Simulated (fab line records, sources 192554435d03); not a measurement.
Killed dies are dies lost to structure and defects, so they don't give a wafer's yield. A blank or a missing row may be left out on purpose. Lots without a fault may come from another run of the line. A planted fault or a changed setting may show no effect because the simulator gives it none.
Chamber matching | flow n5_finfet | N5_BEOL_M2_ETCH_70 on rie_diel-04: 4 sister chambers
The step etches SOC in N2/H2, target depth 80 nm, overetch 24 nm, time 130 s. 8 wafers are shown with their chamber, then 6 later ones without.

WAFERS WITH THEIR CHAMBER
wafer  | chamber | showerhead_plenum_p_Torr (Torr) | drypump_motor_current_A (A)
L515.1 | 0       | 2.50                            | 6.5
L515.6 | 0       | 2.50                            | 6.5
L519.1 | 3       | 2.69                            | 6.0
L522.1 | 2       | 2.47                            | 5.9
L522.2 | 3       | 2.69                            | 6.0
L522.4 | 1       | 2.50                            | 5.9
L523.2 | 2       | 2.46                            | 5.9
L523.6 | 1       | 2.49                            | 6.0

WAFERS WITHOUT THEIR CHAMBER
wafer  | showerhead_plenum_p_Torr (Torr) | drypump_motor_current_A (A)
L530.2 | 2.48                            | 6.6
L530.3 | 2.49                            | 5.9
L530.4 | 2.46                            | 5.8
L531.1 | 2.46                            | 5.8
L531.3 | 2.68                            | 6.0
L531.4 | 2.49                            | 5.9

WHICH CHAMBER EACH WENT THROUGH
wafer  | from the rows above | in truth
L530.2 | 0                   | 0
L530.3 | 1                   | 1
L530.4 | 2                   | 2
L531.1 | 2                   | 2
L531.3 | 3                   | 3
L531.4 | 1                   | 1
Placed correctly: 6 of 6. Can't be placed from these rows: 0. Placed wrongly: 0.
How it was worked out, from the rows above alone: a wafer's distance from a chamber is the root of the sum, over the readings, of the square of ((its reading less the chamber's mean) divided by the reading's scatter). The wafer belongs to the nearest chamber; if the next one is less than 2 further off, it can't be placed. A chamber's mean is the mean of its shown wafers. The scatter: the root of (the sum of the squares of (reading less its chamber's mean) over the shown wafers, divided by (wafers less chambers)).
